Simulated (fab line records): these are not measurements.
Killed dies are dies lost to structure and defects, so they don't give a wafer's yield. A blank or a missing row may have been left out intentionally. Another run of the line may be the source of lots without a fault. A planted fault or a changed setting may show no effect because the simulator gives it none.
Matching of chambers | flow nandHarc | 4 sister chambers for NHARC_A_STAIRCASE_DESCUM_270 on rieDiel-13
The step chemistry O2, time 3 s. 7 wafers are shown with their chamber, then 9 later ones without.

WAFERS WITH THEIR CHAMBER
wafer  | chamber | showerheadPlenumPTorr (Torr) | oesProductAu (a.u.)
L078.5 | 3       | 1.93                         | 0.995
L086.2 | 2       | 1.83                         | 1.014
L086.3 | 1       | 1.96                         | 1.012
L086.6 | 2       | 1.83                         | 1.013
L089.1 | 0       | 1.96                         | 0.991
L089.4 | 3       | 1.91                         | 1.002
L089.6 | 1       | 1.96                         | 0.996

WAFERS WITH NO CHAMBER GIVEN
wafer  | showerheadPlenumPTorr (Torr) | oesProductAu (a.u.)
L091.2 | 1.96                         | 1.005
L091.3 | 1.95                         | 0.995
L091.6 | 1.96                         | 1.007
L094.1 | 1.91                         | 1.007
L094.2 | 1.95                         | 1.004
L094.4 | 1.96                         | 0.996
L097.2 | 1.82                         | 1.007
L097.4 | 1.96                         | 1.000
L097.5 | 1.82                         | 1.000

WHICH CHAMBER EACH WENT THROUGH
wafer  | from the rows above     | in truth
L091.2 | can't be placed: 1 or 0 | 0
L091.3 | can't be placed: 0 or 1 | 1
L091.6 | can't be placed: 1 or 0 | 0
L094.1 | 3                       | 3
L094.2 | can't be placed: 1 or 0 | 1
L094.4 | can't be placed: 0 or 1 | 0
L097.2 | 2                       | 2
L097.4 | can't be placed: 1 or 0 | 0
L097.5 | 2                       | 2
Correct placement for 3 of the 9. Cannot be placed on the basis of these rows: 6; the candidates contain the true chamber in 6. Number placed wrongly: 0.
How it was worked out, from the rows above alone: a wafer's distance from a chamber is the root of the sum, over the readings, of the square of ((its reading less the chamber's mean) divided by the reading's scatter). If the next closest chamber is less than 2 further off than the closest, the wafer can't be placed; otherwise it belongs to the closest. The mean given for a chamber averages the wafers shown for that chamber. The scatter: the root of (the sum of the squares of (reading less its chamber's mean) over the shown wafers, divided by (wafers less chambers)).
